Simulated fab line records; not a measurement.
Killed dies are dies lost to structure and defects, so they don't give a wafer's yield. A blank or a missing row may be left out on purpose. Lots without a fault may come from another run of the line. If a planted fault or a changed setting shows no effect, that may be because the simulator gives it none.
Chamber matching ; flow nandHarc ; rieDiel-05 running NHARC_A_STAIRCASE_TRIM_187: 4 sister chambers
The step chemistry O2, time 211.2 s. 8 wafers are shown with their chamber, then 12 later ones without.

## WAFERS PAIRED WITH THEIR CHAMBERS
wafer;chamber;drypumpMotorCurrentA (A);showerheadPlenumPTorr (Torr)
L082.1;0;6.2;3.52
L082.2;2;6.3;3.47
L086.3;1;4.8;3.60
L086.5;0;6.1;3.51
L086.6;3;4.9;3.38
L091.3;3;4.9;3.37
L091.5;1;4.8;3.59
L091.6;2;6.2;3.45

## WAFERS WHOSE CHAMBER IS MISSING
wafer;drypumpMotorCurrentA (A);showerheadPlenumPTorr (Torr)
L092.1;6.1;3.50
L092.3;6.3;3.45
L092.6;6.3;3.45
L095.2;6.2;3.44
L095.3;4.9;3.36
L095.4;4.8;3.58
L095.1;6.1;3.50
L095.5;6.3;3.44
L095.6;4.9;3.36
L096.1;6.2;3.49
L096.2;4.9;3.36
L096.3;6.2;3.44

## EACH ONE'S CHAMBER
wafer;from the rows above;in truth
L092.1;0;0
L092.3;2;2
L092.6;2;2
L095.2;2;2
L095.3;3;3
L095.4;1;1
L095.1;0;0
L095.5;2;2
L095.6;3;3
L096.1;can't be placed: 0 or 2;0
L096.2;3;3
L096.3;2;2
Placed correctly: 11 of 12. Cannot be placed on the basis of these rows: 1; the candidates contain the true chamber in 1. Wrongly placed: 0.
How it was worked out, from the rows above alone: a wafer's distance from a chamber is the root of the sum, over the readings, of the square of ((its reading less the chamber's mean) divided by the reading's scatter). The wafer belongs to the nearest chamber; if the next one is less than 2 further off, it can't be placed. For every chamber, the mean is computed from those of its wafers that are shown. The scatter: take each reading less its chamber's mean, square it, sum over the shown wafers, divide by the number of wafers less the number of chambers, and take the root.
